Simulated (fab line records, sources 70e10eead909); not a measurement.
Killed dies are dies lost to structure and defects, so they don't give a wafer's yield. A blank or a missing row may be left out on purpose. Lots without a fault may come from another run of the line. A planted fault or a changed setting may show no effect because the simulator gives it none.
One fault seen from 3 desks | flow nand_harc | each desk has only its own numbers; what lay behind them comes last

THE METROLOGY DESK
What the gauges read, lot by lot, whatever tool the lot ran on: means of the sampled wafers that have a number. A lot is out of limits, marked OUT, if its mean lies more than 4 standard deviations from the usual mean; the brackets give that distance.
Columns: A = cd_nm at NHARC_A_M0_CD_MEAS_09, usual 79.9 nm; B = overlay_x_nm at NHARC_A_M0_OVL_MEAS_10, usual 0.2 nm; C = overlay_y_nm at NHARC_A_M0_OVL_MEAS_10, usual 0.1 nm; D = cd_nm at NHARC_A_M0_CD_MEAS_16, usual 79.9 nm
lot  | first seen here | A    | B    | C    | D
L308 | day 23 20:21    | 80.0 | -0.4 | 1.0  | 80.7
L310 | day 25 12:19    | 81.1 | -1.0 | 0.8  | 80.7
L318 | day 28 23:02    | 79.8 | 0.2  | -0.6 | 80.2
L322 | day 29 11:58    | 80.1 | 0.2  | 0.1  | 79.3
L323 | day 30 20:55    | 80.2 | -0.2 | -0.9 | 80.4
L325 | day 31 13:20    | 80.3 | 1.3  | -0.6 | 80.3
This desk's finding: nothing out of limits on any of the 6 lots.

THE DEFECT DESK
What the inspections along the route counted, lot by lot: means of the sampled wafers that have a number. A lot is out of limits, marked OUT, if its mean lies more than 4 standard deviations from the usual mean; the brackets give that distance.
Columns: A = raw_defect_count at NHARC_A_BLC_INSPECT_28, usual 515; B = raw_defect_count at NHARC_A_M0_INSPECT_11, usual 90
lot  | first seen here | A   | B
L308 | day 23 19:27    | 337 | 56
L310 | day 25 11:25    | 515 | 32
L318 | day 28 22:08    | 420 | 55
L322 | day 29 11:11    | 905 | 150
L323 | day 30 20:01    | 690 | 119
L325 | day 31 12:26    | 446 | 89
This desk's finding: nothing out of limits on any of the 6 lots.

THE TOOL OWNER'S DESK: litho_track-06
The tool's own readings at NHARC_A_M0_DEVELOP_08 (develop time 35 s): means of the sampled wafers that have a number, for each lot that ran on this tool. A lot is out of limits, marked OUT, if its mean lies more than 4 standard deviations from the usual mean; the brackets give that distance.
Columns: A = chill_plate_temp_C at NHARC_A_M0_DEVELOP_08, usual 23.01 C
lot  | first seen here | A
L318 | day 28 22:00    | 23.09
L323 | day 30 20:00    | 23.10
L325 | day 31 13:00    | 23.00
This desk's finding: nothing out of limits on any of the 3 lots.

PUT TOGETHER
The metrology desk saw nothing out of limits.
The defect desk saw nothing out of limits.
The tool owner's desk saw nothing out of limits.

WHAT THE SIMULATOR HAD PUT IN
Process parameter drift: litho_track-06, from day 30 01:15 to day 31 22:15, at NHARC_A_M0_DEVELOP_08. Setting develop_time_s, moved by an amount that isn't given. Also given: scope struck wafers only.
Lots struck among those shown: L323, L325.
